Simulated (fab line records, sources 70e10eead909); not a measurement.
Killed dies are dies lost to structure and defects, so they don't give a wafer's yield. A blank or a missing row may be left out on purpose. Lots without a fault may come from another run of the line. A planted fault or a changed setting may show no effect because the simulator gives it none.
Which tool did it? | flow nand_harc | 24 lots, 72 wafers sampled, at 6 steps of a route of 1302

WHAT THE GAUGES READ, wafer by wafer
The record holds no reading of a measuring or inspecting step that can be judged against a usual standard deviation.

WHICH TOOL RAN EACH LOT (tool, then ch and the chambers of the sampled wafers, then the start)
lot  | NHARC_A_CHANNEL_HOLE_D2_ETCH_23  | NHARC_A_STAIRCASE_ETCH_13                     | NHARC_A_STAIRCASE_ETCH_27                     | NHARC_A_STAIRCASE_STRIP_175          | NHARC_A_STAIRCASE_TRIM_191     | NHARC_A_STAIRCASE_ETCH_203
L074 | har_etch-01 ch 0,1, day 13 04:52 | rie_diel-08 ch 1,2,3, day 15 17:14 or earlier | rie_diel-12 ch 0,1,2, day 15 17:14 or earlier | plasma_asher-02 ch 0,1, day 15 17:14 | rie_diel-12 ch 2,3, no start   | rie_diel-08 ch 1,2, no start
L075 | har_etch-02 ch 0,1, day 14 02:05 | rie_diel-12 ch 1,2, day 16 13:11 or earlier   | rie_diel-12 ch 0,1,2, day 16 13:11 or earlier | plasma_asher-02 ch 0,1, day 16 13:11 | rie_diel-07 ch 2,3, no start   | rie_diel-07 ch 1,2,3, no start
L076 | har_etch-01 ch 0,1, day 14 04:06 | rie_diel-07 ch 0,1,2, day 16 12:44 or earlier | rie_diel-07 ch 0,1,3, day 16 12:44 or earlier | plasma_asher-02 ch 0,1, day 16 12:44 | rie_diel-07 ch 1,2, no start   | rie_diel-12 ch 0,1,3, no start
L077 | har_etch-01 ch 0,1, day 14 18:59 | rie_diel-07 ch 1,2,3, day 17 04:04 or earlier | rie_diel-07 ch 1,2,3, day 17 04:04 or earlier | plasma_asher-02 ch 0,1, day 17 04:04 | rie_diel-12 ch 0,1, no start   | rie_diel-12 ch 0,1,2, no start
L079 | har_etch-01 ch 0,1, day 15 03:20 | rie_diel-08 ch 0,1,3, day 17 20:15 or earlier | rie_diel-08 ch 0,1,3, day 17 20:15 or earlier | plasma_asher-01 ch 0,1, day 17 20:15 | rie_diel-08 ch 0,1,2, no start | rie_diel-12 ch 0,2,3, no start
L078 | har_etch-02 ch 0,1, day 15 04:29 | rie_diel-07 ch 1,2,3, day 17 21:27 or earlier | rie_diel-07 ch 1,2,3, day 17 21:27 or earlier | plasma_asher-01 ch 0,1, day 17 21:27 | rie_diel-12 ch 0,2,3, no start | rie_diel-07 ch 0,1,2, no start
L080 | har_etch-02 ch 0,1, day 15 16:17 | rie_diel-08 ch 0,1,3, day 18 03:01 or earlier | rie_diel-12 ch 0,1,2, day 18 03:01 or earlier | plasma_asher-02 ch 0,1, day 18 03:01 | rie_diel-07 ch 0,1,2, no start | rie_diel-08 ch 1,2,3, no start
L081 | har_etch-02 ch 0,1, day 16 16:57 | rie_diel-08 ch 1,2, day 19 02:43 or earlier   | rie_diel-08 ch 1,3, day 19 02:43 or earlier   | plasma_asher-01 ch 0,1, day 19 02:43 | rie_diel-12 ch 0,2,3, no start | rie_diel-07 ch 0,3, no start
L082 | har_etch-01 ch 0,1, day 16 19:58 | rie_diel-08 ch 0,2,3, day 19 05:46 or earlier | rie_diel-08 ch 1,2,3, day 19 05:46 or earlier | plasma_asher-01 ch 1, day 19 05:46   | rie_diel-08 ch 0,2,3, no start | rie_diel-07 ch 0,3, no start
L083 | har_etch-01 ch 0,1, day 17 12:28 | rie_diel-08 ch 0,1,3, day 19 21:19 or earlier | rie_diel-07 ch 0,2,3, day 19 21:19 or earlier | plasma_asher-01 ch 0,1, day 19 21:19 | rie_diel-08 ch 1,2, no start   | rie_diel-07 ch 0,3, no start
L085 | har_etch-01 ch 0,1, day 17 16:58 | rie_diel-12 ch 0,2,3, day 20 09:56 or earlier | rie_diel-07 ch 0,1,2, day 20 09:56 or earlier | plasma_asher-01 ch 0,1, day 20 09:56 | rie_diel-07 ch 1,3, no start   | rie_diel-12 ch 0,2,3, no start
L084 | har_etch-02 ch 0,1, day 17 18:09 | rie_diel-12 ch 1,2, day 20 06:14 or earlier   | rie_diel-12 ch 1,2,3, day 20 06:14 or earlier | plasma_asher-02 ch 0,1, day 20 06:14 | rie_diel-07 ch 0,1,3, no start | rie_diel-08 ch 0,1, no start
L086 | har_etch-02 ch 0,1, day 18 05:44 | rie_diel-08 ch 0,1,2, day 20 15:50 or earlier | rie_diel-12 ch 1,2,3, day 20 15:50 or earlier | plasma_asher-02 ch 0,1, day 20 15:50 | rie_diel-08 ch 0,2,3, no start | rie_diel-08 ch 1,2,3, no start
L087 | har_etch-01 ch 0,1, day 18 06:01 | rie_diel-07 ch 0,1,2, day 20 15:32 or earlier | rie_diel-07 ch 0,1, day 20 15:32 or earlier   | plasma_asher-01 ch 0,1, day 20 15:32 | rie_diel-08 ch 2,3, no start   | rie_diel-08 ch 1,2, no start
L089 | har_etch-02 ch 0, day 19 09:56   | rie_diel-12 ch 1,2, day 21 21:19 or earlier   | rie_diel-12 ch 2,3, day 21 21:19 or earlier   | plasma_asher-01 ch 0,1, day 21 21:19 | rie_diel-12 ch 0,2,3, no start | rie_diel-12 ch 0,1,2, no start
L088 | har_etch-01 ch 0,1, day 19 11:41 | rie_diel-08 ch 1,2,3, day 21 21:09 or earlier | rie_diel-08 ch 1,2, day 21 21:09 or earlier   | plasma_asher-02 ch 0,1, day 21 21:09 | rie_diel-07 ch 2,3, no start   | rie_diel-07 ch 1,2,3, no start
L090 | har_etch-02 ch 0,1, day 20 05:59 | rie_diel-12 ch 0,2,3, day 22 16:11 or earlier | rie_diel-07 ch 0,2,3, day 22 16:11 or earlier | plasma_asher-02 ch 0,1, day 22 16:11 | rie_diel-07 ch 0,1,3, no start | rie_diel-07 ch 0,2,3, no start
L091 | har_etch-01 ch 0,1, day 20 17:48 | rie_diel-12 ch 0,3, day 23 04:14 or earlier   | rie_diel-12 ch 1,3, day 23 04:14 or earlier   | plasma_asher-02 ch 0,1, day 23 04:14 | rie_diel-07 ch 0,1, no start   | rie_diel-12 ch 0,1,3, no start
L092 | har_etch-02 ch 0, day 20 18:44   | rie_diel-08 ch 0,1,2, day 23 03:58 or earlier | rie_diel-07 ch 0,2,3, day 23 03:58 or earlier | plasma_asher-01 ch 0,1, day 23 03:58 | rie_diel-08 ch 0,3, no start   | rie_diel-08 ch 1,3, no start
L093 | har_etch-02 ch 0,1, day 21 09:08 | rie_diel-12 ch 0,2, day 23 21:00 or earlier   | rie_diel-07 ch 2,3, day 23 21:00 or earlier   | plasma_asher-01 ch 0,1, day 23 21:00 | rie_diel-12 ch 0,1,3, no start | rie_diel-12 ch 0,1, no start
L094 | har_etch-01 ch 0,1, day 21 11:33 | rie_diel-12 ch 2,3, day 24 02:41 or earlier   | rie_diel-12 ch 0,2,3, day 24 02:41 or earlier | plasma_asher-01 ch 1, day 24 02:41   | rie_diel-08 ch 1,2,3, no start | rie_diel-07 ch 0,2,3, no start
L096 | har_etch-02 ch 0,1, day 22 12:08 | rie_diel-12 ch 0,1,3, day 24 22:26 or earlier | rie_diel-07 ch 0,1,2, day 24 22:26 or earlier | plasma_asher-01 ch 0,1, day 24 22:26 | rie_diel-07 ch 0,1,3, no start | rie_diel-07 ch 0,2,3, no start
L095 | har_etch-01 ch 0,1, day 22 12:48 | rie_diel-12 ch 0,2,3, day 24 22:41 or earlier | rie_diel-07 ch 2,3, day 24 22:41 or earlier   | plasma_asher-02 ch 0,1, day 24 22:41 | rie_diel-12 ch 2,3, no start   | rie_diel-12 ch 0,1, no start
L097 | har_etch-02 ch 0,1, day 23 18:38 | rie_diel-12 ch 0,2,3, day 26 01:44 or earlier | rie_diel-12 ch 1,2,3, day 26 01:44 or earlier | plasma_asher-02 ch 0, day 26 01:44   | rie_diel-12 ch 1,2, no start   | rie_diel-12 ch 0,1,3, no start
- NHARC_A_CHANNEL_HOLE_D2_ETCH_23: etches the open film in C4F8/O2/Ar, time 819 s, target depth 1600 nm.
- NHARC_A_STAIRCASE_ETCH_13: etches the open film in C4F8/O2, target depth 100 nm, time 40.5 s.
- NHARC_A_STAIRCASE_ETCH_27: etches the open film in C4F8/O2, target depth 100 nm, time 40.5 s.
- NHARC_A_STAIRCASE_STRIP_175: strips in O2.
- NHARC_A_STAIRCASE_TRIM_191: chemistry O2, time 211.2 s.
- NHARC_A_STAIRCASE_ETCH_203: etches the open film in C4F8/O2, target depth 100 nm, time 40.5 s.

WHAT THE TOOLS THEMSELVES READ (means of the sampled wafers that have a number; where no wafer has one, the mark that the record gives instead)
NHARC_A_CHANNEL_HOLE_D2_ETCH_23.
lot  | tool        | c4f8_flow_sccm (sccm) | drypump_motor_current_A (A) | showerhead_plenum_p_Torr (Torr) | throttle_valve_pct (%)
L074 | har_etch-01 | 89.03                 | 5.1                         | 3.70                            | 32.156
L075 | har_etch-02 | 89.14                 | 5.0                         | 3.70                            | 32.153
L076 | har_etch-01 | 89.17                 | 5.5                         | 3.69                            | 32.147
L077 | har_etch-01 | 89.09                 | 5.1                         | 3.69                            | 32.156
L079 | har_etch-01 | 89.24                 | 5.1                         | 3.68                            | 32.154
L078 | har_etch-02 | 89.16                 | 4.8                         | 3.66                            | 32.157
L080 | har_etch-02 | 89.45                 | 5.0                         | 3.69                            | 32.145
L081 | har_etch-02 | 89.36                 | 5.0                         | 3.68                            | 32.150
L082 | har_etch-01 | 89.31                 | 5.6                         | 3.67                            | 32.165
L083 | har_etch-01 | 89.23                 | 5.5                         | 3.66                            | 32.154
L085 | har_etch-01 | 89.08                 | 5.1                         | 3.66                            | 32.147
L084 | har_etch-02 | 89.22                 | 4.8                         | 3.64                            | 32.162
L086 | har_etch-02 | 89.21                 | 5.0                         | 3.68                            | 32.151
L087 | har_etch-01 | 89.47                 | 5.6                         | 3.65                            | 32.154
L089 | har_etch-02 | 89.50                 | 4.7                         | 3.60                            | 32.168
L088 | har_etch-01 | 89.28                 | 5.5                         | 3.65                            | 32.153
L090 | har_etch-02 | 89.39                 | 5.0                         | 3.66                            | 32.162
L091 | har_etch-01 | 89.37                 | 5.5                         | 3.64                            | 32.148
L092 | har_etch-02 | 88.92                 | 4.7                         | 3.59                            | 32.147
L093 | har_etch-02 | 89.23                 | 4.8                         | 3.62                            | 32.158
L094 | har_etch-01 | 89.24                 | 5.1                         | 3.63                            | 32.147
L096 | har_etch-02 | 89.24                 | 5.0                         | 3.64                            | 32.149
L095 | har_etch-01 | 89.32                 | 5.5                         | 3.62                            | 32.151
L097 | har_etch-02 | 89.27                 | 5.0                         | 3.64                            | 32.168

NHARC_A_STAIRCASE_ETCH_13.
lot  | tool        | oes_product_au (a.u.) | rf_vpp_V (V)
L074 | rie_diel-08 | 0.934                 | 898
L075 | rie_diel-12 | 0.960                 | 897
L076 | rie_diel-07 | 0.952                 | 894
L077 | rie_diel-07 | 0.945                 | 893
L079 | rie_diel-08 | 0.956                 | 893
L078 | rie_diel-07 | 0.957                 | 892
L080 | rie_diel-08 | 0.946                 | 892
L081 | rie_diel-08 | 0.940                 | 894
L082 | rie_diel-08 | 0.954                 | 895
L083 | rie_diel-08 | 0.938                 | 893
L085 | rie_diel-12 | 0.929                 | 897
L084 | rie_diel-12 | 0.934                 | 896
L086 | rie_diel-08 | 0.944                 | 892
L087 | rie_diel-07 | 0.939                 | 893
L089 | rie_diel-12 | 0.945                 | 896
L088 | rie_diel-08 | 0.948                 | 897
L090 | rie_diel-12 | 0.949                 | 897
L091 | rie_diel-12 | 0.949                 | 895
L092 | rie_diel-08 | 0.956                 | 891
L093 | rie_diel-12 | 0.956                 | 896
L094 | rie_diel-12 | 0.931                 | 899
L096 | rie_diel-12 | 0.948                 | 894
L095 | rie_diel-12 | 0.933                 | 896
L097 | rie_diel-12 | 0.958                 | 896

NHARC_A_STAIRCASE_ETCH_27.
lot  | tool        | oes_product_au (a.u.) | rf_vpp_V (V)
L074 | rie_diel-12 | 0.932                 | 896
L075 | rie_diel-12 | 0.941                 | 895
L076 | rie_diel-07 | 0.934                 | 892
L077 | rie_diel-07 | 0.951                 | 892
L079 | rie_diel-08 | 0.932                 | 893
L078 | rie_diel-07 | 0.953                 | 892
L080 | rie_diel-12 | 0.927                 | 895
L081 | rie_diel-08 | 0.950                 | 898
L082 | rie_diel-08 | 0.950                 | 898
L083 | rie_diel-07 | 0.944                 | 893
L085 | rie_diel-07 | 0.950                 | 893
L084 | rie_diel-12 | 0.926                 | 896
L086 | rie_diel-12 | 0.932                 | 897
L087 | rie_diel-07 | 0.939                 | 891
L089 | rie_diel-12 | 0.941                 | 898
L088 | rie_diel-08 | 0.947                 | 896
L090 | rie_diel-07 | 0.945                 | 892
L091 | rie_diel-12 | 0.943                 | 894
L092 | rie_diel-07 | 0.939                 | 892
L093 | rie_diel-07 | 0.916                 | 890
L094 | rie_diel-12 | 0.932                 | 895
L096 | rie_diel-07 | 0.950                 | 893
L095 | rie_diel-07 | 0.947                 | 892
L097 | rie_diel-12 | 0.936                 | 895

NHARC_A_STAIRCASE_STRIP_175.
lot  | tool            | drypump_motor_current_A (A) | heater_power_w (W)
L074 | plasma_asher-02 | 5.6                         | 382
L075 | plasma_asher-02 | 5.5                         | 382
L076 | plasma_asher-02 | 5.6                         | 389
L077 | plasma_asher-02 | 5.6                         | 383
L079 | plasma_asher-01 | 6.1                         | 325
L078 | plasma_asher-01 | 6.1                         | 327
L080 | plasma_asher-02 | 5.4                         | 375
L081 | plasma_asher-01 | 6.1                         | 327
L082 | plasma_asher-01 | 5.8                         | 328
L083 | plasma_asher-01 | 6.1                         | 327
L085 | plasma_asher-01 | 6.4                         | 325
L084 | plasma_asher-02 | 5.5                         | 393
L086 | plasma_asher-02 | 5.5                         | 398
L087 | plasma_asher-01 | 6.1                         | 327
L089 | plasma_asher-01 | 6.3                         | 327
L088 | plasma_asher-02 | 5.4                         | 391
L090 | plasma_asher-02 | 5.5                         | 397
L091 | plasma_asher-02 | 5.6                         | 398
L092 | plasma_asher-01 | 6.4                         | 313
L093 | plasma_asher-01 | 6.1                         | 318
L094 | plasma_asher-01 | 5.8                         | 322
L096 | plasma_asher-01 | 6.4                         | 319
L095 | plasma_asher-02 | 5.6                         | 396
L097 | plasma_asher-02 | 5.3                         | 381

NHARC_A_STAIRCASE_TRIM_191.
lot  | tool        | drypump_motor_current_A (A) | oes_product_au (a.u.) | rf_vpp_V (V) | showerhead_plenum_p_Torr (Torr) | throttle_valve_pct (%)
L074 | rie_diel-12 | 5.9                         | 1.001                 | 58.5         | 3.63                            | 17.041
L075 | rie_diel-07 | 5.2                         | 1.010                 | 57.4         | 3.42                            | 17.032
L076 | rie_diel-07 | 6.1                         | 1.004                 | 57.9         | 3.47                            | 17.037
L077 | rie_diel-12 | 5.7                         | 0.985                 | 58.2         | 3.43                            | 17.041
L079 | rie_diel-08 | 5.7                         | 0.993                 | 57.4         | 3.44                            | 17.036
L078 | rie_diel-12 | 5.9                         | 0.995                 | 57.8         | 3.56                            | 17.042
L080 | rie_diel-07 | 6.0                         | 1.001                 | 57.6         | 3.46                            | 17.031
L081 | rie_diel-12 | 5.9                         | 1.002                 | 57.4         | 3.55                            | 17.039
L082 | rie_diel-08 | 6.1                         | 0.997                 | 57.3         | 3.52                            | 17.040
L083 | rie_diel-08 | 5.6                         | 1.003                 | 57.8         | 3.47                            | 17.037
L085 | rie_diel-07 | 5.8                         | 1.000                 | 57.7         | 3.37                            | 17.031
L084 | rie_diel-07 | 5.7                         | 1.004                 | 57.3         | 3.41                            | 17.038
L086 | rie_diel-08 | 6.0                         | 1.001                 | 57.7         | 3.51                            | 17.028
L087 | rie_diel-08 | 6.1                         | 1.004                 | 57.7         | 3.62                            | 17.033
L089 | rie_diel-12 | 5.9                         | 0.995                 | 57.9         | 3.54                            | 17.044
L088 | rie_diel-07 | 5.6                         | 0.984                 | 57.2         | 3.45                            | 17.032
L090 | rie_diel-07 | 5.7                         | 0.998                 | 57.4         | 3.40                            | 17.032
L091 | rie_diel-07 | 6.2                         | 1.003                 | 57.7         | 3.41                            | 17.039
L092 | rie_diel-08 | 6.0                         | 0.998                 | 57.8         | 3.39                            | 17.032
L093 | rie_diel-12 | 5.8                         | 0.989                 | 56.5         | 3.47                            | 17.032
L094 | rie_diel-08 | 5.9                         | 0.999                 | 57.7         | 3.54                            | 17.035
L096 | rie_diel-07 | 5.7                         | 1.005                 | 58.3         | 3.39                            | 17.035
L095 | rie_diel-12 | 6.0                         | 1.000                 | 57.9         | 3.58                            | 17.038
L097 | rie_diel-12 | 5.8                         | 1.008                 | 57.1         | 3.51                            | 17.028

NHARC_A_STAIRCASE_ETCH_203.
lot  | tool        | oes_product_au (a.u.) | rf_vpp_V (V)
L074 | rie_diel-08 | 0.942                 | 895
L075 | rie_diel-07 | 0.947                 | 893
L076 | rie_diel-12 | 0.919                 | 895
L077 | rie_diel-12 | 0.926                 | 895
L079 | rie_diel-12 | 0.934                 | 897
L078 | rie_diel-07 | 0.938                 | 894
L080 | rie_diel-08 | 0.943                 | 897
L081 | rie_diel-07 | 0.935                 | 891
L082 | rie_diel-07 | 0.932                 | 891
L083 | rie_diel-07 | 0.937                 | 893
L085 | rie_diel-12 | 0.941                 | 898
L084 | rie_diel-08 | 0.948                 | 888
L086 | rie_diel-08 | 0.939                 | 898
L087 | rie_diel-08 | 0.942                 | 896
L089 | rie_diel-12 | 0.914                 | 894
L088 | rie_diel-07 | 0.942                 | 891
L090 | rie_diel-07 | 0.941                 | 893
L091 | rie_diel-12 | 0.941                 | 894
L092 | rie_diel-08 | 0.950                 | 897
L093 | rie_diel-12 | 0.924                 | 891
L094 | rie_diel-07 | 0.942                 | 892
L096 | rie_diel-07 | 0.945                 | 892
L095 | rie_diel-12 | 0.940                 | 891
L097 | rie_diel-12 | 0.923                 | 894

THE ANSWER, worked out from the rows above alone
Rule: what is usual is taken from the lots themselves. Put in order of their means at a reading, lots are off if they are a third of the lots or fewer, leave a main group of 4 or more, and stand apart from it by a gap of 3 or more times the standard deviation of the main group's means; of several such gaps the widest counts. A main group whose means are all the same, to the digits that the tables above print for the reading, isn't used. A lot without any number at a reading at which 4 lots or more have one is off too. The other lots that the step has rows for count as sound. The gauges are gone through in route order, then the tools' own readings, and for those a lot's mean is taken as printed above. The first step at which some lot is off is used, and at that step the reading that is off furthest; a lot without a number counts as furthest.
No lot is off at any reading shown: from this, nothing can be told.

WHAT THE SIMULATOR HAD PUT IN
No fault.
